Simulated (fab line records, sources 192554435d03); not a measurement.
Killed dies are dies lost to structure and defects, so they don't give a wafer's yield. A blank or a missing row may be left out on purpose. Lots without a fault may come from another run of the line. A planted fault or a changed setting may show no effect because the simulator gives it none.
Problem report in the 8D (eight disciplines) form, filled by code | flow n5_finfet | the parts of the form that need people (team, actions taken, sign-off) are left out

1. THE PROBLEM
trench_depth_nm at N5_BEOL_M13_OCD_MEAS_35 reads a mean of 614 nm on 3 wafers of 3 lots; wafers without a fault read 415 nm with a standard deviation of 5.2. That is +38 standard deviations from the usual mean.
First seen on wafer L571.6, day 15 10:35, on ocd-01. The record holds 18 wafers of 7 lots with a number at this step. Rule for "out", or "out of limits": more than 4 standard deviations from the usual mean. The other wafers with a number count as sound.

2. WHAT IT IS AND WHAT IT IS NOT
question                    | is                     | is not
which readings at this step | trench_depth_nm        | -
which lots                  | L571, L576, L578       | L559, L564, L566, L567
which wafers of those lots  | L571.6, L576.4, L578.4 | L571.2, L576.5, L578.2
read on which gauges        | ocd-01, ocd-02         | -
when                        | from day 15 10:35      | up to then (13 sound wafers); but 2 sound wafers of L576, L578 came after

3. SUSPECTS, AND WHAT RULES EACH OUT
Counting: a tool at a process step up to the reading stays a suspect if it ran every lot that is out. Sound lots after the first of them don't rule it out here, since some wafers of a struck lot are sound.
- the gauge at N5_BEOL_M13_OCD_MEAS_35: ruled out. The wafers that are out were read on 2 gauges (ocd-01, ocd-02).
- rie_diel-02 at N5_BEOL_M13_TRENCH_ETCH_34 (etches SiOC in C4F8/O2/Ar, target depth 413.47 nm, time 162.6 s): kept. It ran every lot that is out, first L571 (day 15 10:24); its last sound lot up to then is L564 (day 12 19:05).
- Within rie_diel-02 at N5_BEOL_M13_TRENCH_ETCH_34: the wafers that are out ran in chambers 0, 2; their sound lot-mates ran in chambers 1, 3.
Left after counting: rie_diel-02 at N5_BEOL_M13_TRENCH_ETCH_34.

4. THE CAUSE (what the simulator had put in)
Process parameter drift: rie_diel-02, from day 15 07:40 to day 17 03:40, at N5_BEOL_M13_TRENCH_ETCH_34. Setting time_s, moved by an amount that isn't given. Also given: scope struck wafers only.
Counting left only this tool.

5. THE CHAIN OF EFFECTS, in route order
Each row: a reading whose mean over the struck wafers that have a number lies more than 3 standard deviations from the usual. Only readings for which the record gives a usual standard deviation are gone through. hours: the time from each lot's start at the first step in this table that gives one to its start at this step, as a median over the lots. sigmas: the change in usual standard deviations.
hours | step                    | reading           | usual         | on struck wafers | change  | sigmas
0     | N5_BEOL_M13_OCD_MEAS_35 | trench_depth_nm   | 415 nm        | 614              | +199    | +38
4     | N5_BEOL_M13_THK_MEAS_50 | M13_THK           | 417 nm        | 610              | +193    | +30
4     | N5_BEOL_M13_RS_MEAS_54  | M13_RS            | 0.0447 ohm/sq | 0.0301           | -0.0146 | -25
17    | N5_BEOL_M15_RC_MEAS_101 | SERP_M13          | 0.306 ohm/um  | 0.203            | -0.103  | -19
17    | N5_BEOL_M15_RC_MEAS_101 | SERP_M13_max_site | 0.309 ohm/um  | 0.205            | -0.104  | -19

6. WHAT WOULD HAVE CAUGHT IT SOONER
In this record the first reading out of limits at a measuring or inspecting step was taken at day 15 10:35, 3 hours after the fault began at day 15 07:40.
Of the tool readings at N5_BEOL_M13_TRENCH_ETCH_34 for which the record gives a usual standard deviation, none was out on any struck wafer, so an alarm limit of 4 standard deviations on them would not have fired.
Of the lots that are out (3), L576, L578 began N5_BEOL_M13_TRENCH_ETCH_34 on rie_diel-02 after day 15 10:35. A hold on the tool at that time would have spared those 2.
